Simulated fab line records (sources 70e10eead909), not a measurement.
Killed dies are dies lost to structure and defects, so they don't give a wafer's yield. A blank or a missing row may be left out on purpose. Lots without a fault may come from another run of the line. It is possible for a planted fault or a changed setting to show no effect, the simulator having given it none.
What tool caused it?	flow nand harc	Sampling: 15 lots, 45 wafers, 3 of 1159 route steps

WHAT THE GAUGES READ, wafer by wafer
NHARC_P_M1_OVL_MEAS_10: pitch 260 nm. Usual: overlay x nm 0.1 nm, standard deviation 0.89; overlay y nm -0.2 nm, standard deviation 0.77.
lot	measured	on	overlay x nm (nm)	overlay y nm (nm)	flag
L385	day 6 09:53	overlay-01	-0.6 -0.7 -0.4	0.2 -0.5 -0.7	
L387	day 6 19:37	overlay-01	1.8 1.6 1.4	0.1 0.0 -0.2	
L386	day 6 20:22	overlay-01	-0.4 -0.7 -0.5	-0.8 -0.7 -0.7	
L388	day 6 20:23	overlay-02	-0.4 -0.2 -0.3	-0.7 -0.1 -0.4	
L392	day 8 03:13	overlay-01	- - -	- - -	OFF
L394	day 8 09:45	overlay-02	- - -	- - -	OFF
L393	day 8 20:37	overlay-02	- - -	- - -	OFF
L398	day 9 06:49	overlay-01	-0.1 -0.4 -0.9	0.0 -0.1 -0.4	
L395	day 9 07:59	overlay-01	1.4 0.5 1.4	0.6 0.9 0.3	
L403	day 10 13:41	overlay-02	0.4 0.4 0.3	-0.6 -0.5 -1.1	
L402	day 10 14:41	overlay-02	-0.6 -0.9 -0.2	0.0 -0.3 0.1	
L404	day 10 21:58	overlay-01	1.4 1.4 1.2	0.3 0.3 0.2	
L405	day 11 03:04	overlay-01	0.6 0.4 0.8	0.0 -0.2 -0.4	
L406	day 11 12:58	overlay-02	-0.8 -0.2 -0.2	0.3 -0.3 0.3	
L407	day 11 16:50	overlay-01	-0.1 -0.6 -0.6	-0.2 -0.3 -0.7	

TOOL THAT RAN EACH LOT (tool first, then ch and the chambers of the sampled wafers, then the start)
lot	NHARC_P_M0_ANNEAL_30	NHARC_P_M1_PEB_07
L385	rtp anneal-02 ch 0, day 6 07:38	litho track-04 ch 0, day 6 09:43
L387	rtp anneal-01 ch 0, day 6 17:20	litho track-06 ch 0, day 6 19:27
L386	rtp anneal-01 ch 0, day 6 17:49	litho track-04 ch 0, day 6 20:11
L388	rtp anneal-01 ch 0, day 6 18:15	litho track-01 ch 0, day 6 20:13
L392	rtp anneal-01 ch 0, day 8 01:01	litho track-01, day 8 03:02
L394	rtp anneal-02 ch 0, day 8 07:26	litho track-06, day 8 09:35
L393	rtp anneal-02 ch 0, day 8 18:22	litho track-06, day 8 20:26
L398	rtp anneal-02 ch 0, day 9 04:40	litho track-01 ch 0, day 9 06:38
L395	rtp anneal-01 ch 0, day 9 05:51	litho track-06 ch 0, day 9 07:49
L403	rtp anneal-02 ch 0, day 10 11:21	litho track-01 ch 0, day 10 13:31
L402	rtp anneal-01 ch 0, day 10 12:18	litho track-01 ch 0, day 10 14:32
L404	rtp anneal-02 ch 0, day 10 19:31	litho track-06 ch 0, day 10 21:47
L405	rtp anneal-02 ch 0, day 11 00:49	litho track-01 ch 0, day 11 02:53
L406	rtp anneal-01 ch 0, day 11 10:44	litho track-06 ch 0, day 11 12:48
L407	rtp anneal-02 ch 0, day 11 14:41	litho track-06 ch 0, day 11 16:40
- NHARC_P_M0_ANNEAL_30: time 90 s.
- NHARC_P_M1_PEB_07: peb time 65 s.

AS READ BY THE TOOLS THEMSELVES (means over the sampled wafers that have a number; for cases with no such wafer, the mark the record gives instead)
NHARC_P_M0_ANNEAL_30. Usual: wafer_temp_C_max at 226.4, with a standard deviation of 0.5.
lot	tool	wafer_temp_C_max	flag
L385	rtp anneal-02	226.9	
L387	rtp anneal-01	226.1	
L386	rtp anneal-01	226.0	
L388	rtp anneal-01	226.4	
L392	rtp anneal-01	225.8	
L394	rtp anneal-02	226.8	
L393	rtp anneal-02	227.0	
L398	rtp anneal-02	227.0	
L395	rtp anneal-01	225.9	
L403	rtp anneal-02	227.2	
L402	rtp anneal-01	226.1	
L404	rtp anneal-02	226.9	
L405	rtp anneal-02	226.7	
L406	rtp anneal-01	226.0	
L407	rtp anneal-02	227.0	

NHARC_P_M1_PEB_07. Usual: chill plate temp C 23.00 C, standard deviation 0.1; exhaust pa 45.0 Pa, standard deviation 0.86.
lot	tool	chill plate temp C (C)	exhaust pa (Pa)	flag
L385	litho track-04	23.03	44.5	
L387	litho track-06	23.13	46.3	
L386	litho track-04	23.03	45.2	
L388	litho track-01	23.16	45.6	
L392	litho track-01	-	-	OFF
L394	litho track-06	-	-	OFF
L393	litho track-06	-	-	OFF
L398	litho track-01	22.89	43.7	
L395	litho track-06	22.87	45.9	
L403	litho track-01	23.01	43.7	
L402	litho track-01	23.04	44.7	
L404	litho track-06	23.02	44.8	
L405	litho track-01	23.02	45.0	
L406	litho track-06	22.92	45.3	
L407	litho track-06	23.05	44.5	

THE ANSWER, worked out from the rows above alone
Rule: a lot is off if the mean of its wafers that have a number lies more than 3 standard deviations from the usual mean. A lot without any number at a reading at which 4 lots or more have one is off too. The other lots that the step has rows for count as sound. Order of review: gauges by route order, followed by the tools' own readings, for which a lot's mean as printed above is used. At the first step where some lot is off, the reading lying furthest off is the one used; lots without a number count as furthest.
Off, at NHARC_P_M1_OVL_MEAS_10 on overlay x nm: L392, L394, L393. Without a number there: L392, L394, L393.
If a tool, at a process step before that reading, ran all the lots that are off and no sound lot after the first of them, it fits. Not tried: the gauges at NHARC_P_M1_OVL_MEAS_10; whatever is off there is also off at NHARC_P_M1_PEB_07, on other tools, and gauge error can't account for it. None of those tried fits.

WHAT THE SIMULATOR HAD PUT IN
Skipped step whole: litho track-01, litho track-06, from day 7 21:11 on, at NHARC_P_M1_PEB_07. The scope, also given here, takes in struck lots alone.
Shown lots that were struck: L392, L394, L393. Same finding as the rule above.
